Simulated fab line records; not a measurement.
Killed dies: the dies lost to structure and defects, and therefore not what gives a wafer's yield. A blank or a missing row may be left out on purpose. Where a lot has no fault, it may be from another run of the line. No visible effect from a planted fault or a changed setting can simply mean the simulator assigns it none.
Problem report in the 8D (eight disciplines) form, filled by code | flow nandHarc | the parts of the form that need people (team, actions taken, sign-off) are left out

1. WHAT IS WRONG
Mean of thkNm at NHARC_A_ONON_D1_THK_MEAS_24: 412 nm across 3 wafers in 2 lots; on wafers with no fault it is 998 nm (standard deviation 10). That is -59 standard deviations from the usual mean.
The step: measures by ellipsometry.
First observed at day 10 08:31: wafer L544.4, on filmMetro-02. The record has a number at this step for 39 wafers belonging to 13 lots. By rule, "out" or "out of limits" means more than 4 standard deviations away from the usual mean. Any other wafer with a number is counted as sound.

2. WHAT IT IS; WHAT IT IS NOT
question                    | is                     | is not
which readings at this step | thkNm                  | -
which lots                  | L544, L549             | L535, L536, L537, L538, L539, L541, L542, L545, L552, L554, L555
which wafers of those lots  | L544.4, L544.5, L549.1 | L544.3, L549.3, L549.6
read on which gauges        | filmMetro-02           | filmMetro-01
when                        | from day 10 08:31      | up to then (22 sound wafers); but 14 sound wafers of L545, L549, L552, L554, L555 came after

3. WHAT RULES OUT EACH SUSPECT
Counting: any tool at a process step up to the reading remains a suspect provided it ran every lot that is out. Sound lots after the first of them don't rule it out here, since some wafers of a struck lot are sound.
- the gauge at NHARC_A_ONON_D1_THK_MEAS_24: ruled out. All the wafers that are out were read on filmMetro-02, but those of them that NHARC_END_SORT_01 has rows for are out there too, on other tools.
- pecvdOnon-02 at NHARC_A_ONON_D1_DEP_22 (target thk 1000 nm): kept. It processed each lot that is out (first: L544, day 10 08:07); up to then, its last sound lot is L542 (day 9 21:05).
The count leaves pecvdOnon-02 at NHARC_A_ONON_D1_DEP_22.

4. THE CAUSE (what the simulator had put in)
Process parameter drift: pecvdOnon-02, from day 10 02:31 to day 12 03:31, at NHARC_A_ONON_D1_DEP_22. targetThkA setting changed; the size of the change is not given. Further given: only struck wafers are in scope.
Only this tool survived the counting.

5. THE CHAIN OF EFFECTS, in route order
One row per reading whose mean, taken over the struck wafers that have a number, lies over 3 standard deviations from the usual. Only readings whose record carries a usual standard deviation are examined. hours: median over the lots of the time between each lot's start at the first step of this table that gives one and its start at this step. sigmas: the change, counted in usual standard deviations.
hours | step                        | reading       | usual  | on struck wafers | change | sigmas
0     | NHARC_A_ONON_D1_THK_MEAS_24 | thkNm         | 998 nm | 412              | -586   | -59
268   | NHARC_END_SORT_01           | killedAtArray | 28     | 675              | +647   | +59
268   | NHARC_END_SORT_01           | killedDies    | 32     | 677              | +645   | +59

6. HOW IT WOULD HAVE BEEN CAUGHT EARLIER
Counted from the fault's start at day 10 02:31, it took 6 hours until the first out-of-limits reading at a measuring or inspecting step in this record, taken at day 10 08:31.
Among the 2 lots that are out, L549 began NHARC_A_ONON_D1_DEP_22 on pecvdOnon-02 after day 10 08:31. Holding the tool at that time would have saved it.
